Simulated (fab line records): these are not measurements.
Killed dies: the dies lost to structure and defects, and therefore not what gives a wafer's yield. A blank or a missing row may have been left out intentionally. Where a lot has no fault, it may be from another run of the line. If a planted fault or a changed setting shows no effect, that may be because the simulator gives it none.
Which tool is to blame? + flow nandHarc + 15 lots, 45 wafers sampled, at 4 steps of a route of 1302

WHAT THE GAUGES READ, wafer by wafer
The record lacks any reading of a measuring or inspecting step that a usual standard deviation could be used to judge.

EACH LOT AND THE TOOL THAT RAN IT (in order: tool; ch and the chambers of the sampled wafers; start)
| lot  | NHARC_P_GATE_DEVELOP_90          | NHARC_P_GATE_STRIP_113              | NHARC_P_GATE_STRIP_95               | NHARC_P_CONTACT_CMP_01        |
|------|----------------------------------|-------------------------------------|-------------------------------------|-------------------------------|
| L678 | lithoTrack-03 ch 0, day 5 22:00  | plasmaAsher-01 ch 0,1, day 5 23:01  | plasmaAsher-01 ch 0,1, day 5 23:44  | cmp-04 ch 0,1,3, day 6 02:24  |
| L677 | lithoTrack-05 ch 0, day 5 22:00  | plasmaAsher-02 ch 0,1, day 5 23:25  | plasmaAsher-02 ch 0,1, day 6 00:08  | cmp-03 ch 0,1,2, day 6 02:46  |
| L679 | lithoTrack-03 ch 0, day 6 09:00  | plasmaAsher-01 ch 0,1, day 6 10:36  | plasmaAsher-01 ch 0,1, day 6 11:13  | cmp-02 ch 0,1, day 6 13:48    |
| L680 | lithoTrack-05 ch 0, day 7 01:00  | plasmaAsher-02 ch 0, day 7 02:05    | plasmaAsher-02 ch 0, day 7 02:48    | cmp-02 ch 1,3, day 7 05:38    |
| L681 | lithoTrack-02 ch 0, day 7 12:00  | plasmaAsher-01 ch 0,1, day 7 13:06  | plasmaAsher-01 ch 0,1, day 7 13:37  | cmp-04 ch 0,3, day 7 16:26    |
| L682 | lithoTrack-05 ch 0, day 7 16:00  | plasmaAsher-02 ch 0, day 7 17:19    | plasmaAsher-02 ch 0, day 7 17:55    | cmp-04 ch 0,1,2, day 7 20:40  |
| L684 | lithoTrack-05 ch 0, day 8 13:00  | plasmaAsher-02 ch 0,1, day 8 13:47  | plasmaAsher-02 ch 0,1, day 8 14:30  | cmp-04 ch 0,2,3, day 8 17:09  |
| L685 | lithoTrack-02, day 9 00:00       | plasmaAsher-01 ch 0,1, day 9 01:37  | plasmaAsher-01 ch 0,1, day 9 02:19  | cmp-02 ch 1,3, day 9 04:56    |
| L686 | lithoTrack-05, day 9 05:00       | plasmaAsher-01 ch 0,1, day 9 05:46  | plasmaAsher-01 ch 0,1, day 9 06:30  | cmp-02 ch 1,2, day 9 09:09    |
| L687 | lithoTrack-05, day 10 00:00      | plasmaAsher-02 ch 0,1, day 10 01:27 | plasmaAsher-02 ch 0,1, day 10 01:56 | cmp-04 ch 0,1, day 10 04:34   |
| L695 | lithoTrack-02 ch 0, day 13 05:00 | plasmaAsher-01 ch 0,1, day 13 06:14 | plasmaAsher-01 ch 0,1, day 13 06:50 | cmp-02 ch 0,1,3, day 13 09:26 |
| L696 | lithoTrack-02 ch 0, day 13 17:00 | plasmaAsher-01 ch 0,1, day 13 17:52 | plasmaAsher-01 ch 0,1, day 13 18:29 | cmp-03 ch 0,1, day 13 21:19   |
| L697 | lithoTrack-02 ch 0, day 14 09:00 | plasmaAsher-02 ch 0,1, day 14 10:19 | plasmaAsher-02 ch 0,1, day 14 11:02 | cmp-02 ch 0,1,3, day 14 13:37 |
| L699 | lithoTrack-05 ch 0, day 15 02:00 | plasmaAsher-01 ch 0,1, day 15 03:28 | plasmaAsher-01 ch 0,1, day 15 04:10 | cmp-02 ch 2,3, day 15 06:49   |
| L700 | lithoTrack-02 ch 0, day 15 05:00 | plasmaAsher-02 ch 0,1, day 15 06:59 | plasmaAsher-02 ch 0,1, day 15 07:29 | cmp-04 ch 0,2,3, day 15 10:05 |
- NHARC_P_GATE_DEVELOP_90: time 70 s.
- NHARC_P_GATE_STRIP_113: strips in N2/H2, time 740 s.
- NHARC_P_GATE_STRIP_95: strips in O2.
- NHARC_P_CONTACT_CMP_01: polishes SiO2, target thk 200 nm.

WHAT THE TOOLS THEMSELVES READ (means of the sampled wafers that have a number; where no wafer has one, the mark that the record gives instead)
NHARC_P_GATE_DEVELOP_90.
| lot  | tool          | chillPlateTempC (C) | exhaustPa (Pa) |
|------|---------------|---------------------|----------------|
| L678 | lithoTrack-03 | 22.96               | 45.1           |
| L677 | lithoTrack-05 | 22.97               | 45.2           |
| L679 | lithoTrack-03 | 23.04               | 44.2           |
| L680 | lithoTrack-05 | 23.09               | 44.6           |
| L681 | lithoTrack-02 | 23.01               | 44.8           |
| L682 | lithoTrack-05 | 22.98               | 46.1           |
| L684 | lithoTrack-05 | 23.12               | 44.2           |
| L685 | lithoTrack-02 | -                   | -              |
| L686 | lithoTrack-05 | -                   | -              |
| L687 | lithoTrack-05 | -                   | -              |
| L695 | lithoTrack-02 | 23.05               | 46.0           |
| L696 | lithoTrack-02 | 23.06               | 45.8           |
| L697 | lithoTrack-02 | 23.11               | 43.3           |
| L699 | lithoTrack-05 | 22.99               | 45.4           |
| L700 | lithoTrack-02 | 22.98               | 45.3           |

NHARC_P_GATE_STRIP_113.
| lot  | tool           | drypumpMotorCurrentA (A) | heaterPowerW (W) | tempC (C) |
|------|----------------|--------------------------|------------------|-----------|
| L678 | plasmaAsher-01 | 6.0                      | 103              | 109.96    |
| L677 | plasmaAsher-02 | 5.3                      | 89               | 109.89    |
| L679 | plasmaAsher-01 | 5.7                      | 104              | 109.98    |
| L680 | plasmaAsher-02 | 4.7                      | 90               | 110.00    |
| L681 | plasmaAsher-01 | 6.0                      | 104              | 109.89    |
| L682 | plasmaAsher-02 | 4.7                      | 91               | 110.02    |
| L684 | plasmaAsher-02 | 5.3                      | 88               | 110.03    |
| L685 | plasmaAsher-01 | 5.7                      | 101              | 109.91    |
| L686 | plasmaAsher-01 | 6.0                      | 102              | 109.89    |
| L687 | plasmaAsher-02 | 5.3                      | 88               | 110.08    |
| L695 | plasmaAsher-01 | 6.0                      | 104              | 109.99    |
| L696 | plasmaAsher-01 | 5.7                      | 101              | 109.88    |
| L697 | plasmaAsher-02 | 6.0                      | 87               | 109.98    |
| L699 | plasmaAsher-01 | 6.0                      | 103              | 110.13    |
| L700 | plasmaAsher-02 | 5.3                      | 91               | 109.99    |

NHARC_P_GATE_STRIP_95.
| lot  | tool           | drypumpMotorCurrentA (A) | heaterPowerW (W) | tempC (C) |
|------|----------------|--------------------------|------------------|-----------|
| L678 | plasmaAsher-01 | 6.1                      | 384              | 250.10    |
| L677 | plasmaAsher-02 | 5.3                      | 326              | 249.69    |
| L679 | plasmaAsher-01 | 5.7                      | 388              | 250.11    |
| L680 | plasmaAsher-02 | 4.7                      | 339              | 250.15    |
| L681 | plasmaAsher-01 | 6.1                      | 384              | 250.04    |
| L682 | plasmaAsher-02 | 4.7                      | 334              | 250.02    |
| L684 | plasmaAsher-02 | 5.3                      | 334              | 249.92    |
| L685 | plasmaAsher-01 | 5.7                      | 381              | 249.98    |
| L686 | plasmaAsher-01 | 6.0                      | 385              | 250.05    |
| L687 | plasmaAsher-02 | 5.3                      | 335              | 250.31    |
| L695 | plasmaAsher-01 | 6.0                      | 382              | 249.97    |
| L696 | plasmaAsher-01 | 5.7                      | 383              | 250.08    |
| L697 | plasmaAsher-02 | 6.0                      | 331              | 249.84    |
| L699 | plasmaAsher-01 | 6.0                      | 379              | 249.97    |
| L700 | plasmaAsher-02 | 5.3                      | 340              | 250.01    |

NHARC_P_CONTACT_CMP_01.
| lot  | tool   | motorCurrentA (A) |
|------|--------|-------------------|
| L678 | cmp-04 | 12.3              |
| L677 | cmp-03 | 11.4              |
| L679 | cmp-02 | 10.3              |
| L680 | cmp-02 | 10.9              |
| L681 | cmp-04 | 10.4              |
| L682 | cmp-04 | 11.8              |
| L684 | cmp-04 | 11.0              |
| L685 | cmp-02 | 11.3              |
| L686 | cmp-02 | 11.4              |
| L687 | cmp-04 | 13.1              |
| L695 | cmp-02 | 10.8              |
| L696 | cmp-03 | 12.3              |
| L697 | cmp-02 | 10.5              |
| L699 | cmp-02 | 13.2              |
| L700 | cmp-04 | 10.9              |

THE ANSWER, worked out from the rows above alone
Rule: what is usual is taken from the lots themselves. The widest of any qualifying gaps counts: lots, ordered by their means at a reading, are off when they make up no more than a third of the lots, leave a main group of 4 or more, and stand apart from it by 3 or more times the standard deviation of that group's means. If all means in a main group match to the digits the tables above print for the reading, that group is not used. A lot without any number at a reading at which 4 lots or more have one is off too. All remaining lots with rows at the step are treated as sound. First the gauges in route order, then the tools' own readings, where a lot's mean is used as printed above. The first step at which some lot is off is used, and at that step the reading that is off furthest; a lot without a number counts as furthest.
Off at NHARC_P_GATE_DEVELOP_90 (chillPlateTempC): L685, L686, L687. Without a number there: L685, L686, L687. The main group has a mean of 23.03 C with a standard deviation of 0.054.
If a tool, at that step or one of the process steps before it, ran each lot that is off and ran no sound lot following the first of them, it fits. Not one of the candidates tried fits.

WHAT HAD BEEN PUT IN BY THE SIMULATOR
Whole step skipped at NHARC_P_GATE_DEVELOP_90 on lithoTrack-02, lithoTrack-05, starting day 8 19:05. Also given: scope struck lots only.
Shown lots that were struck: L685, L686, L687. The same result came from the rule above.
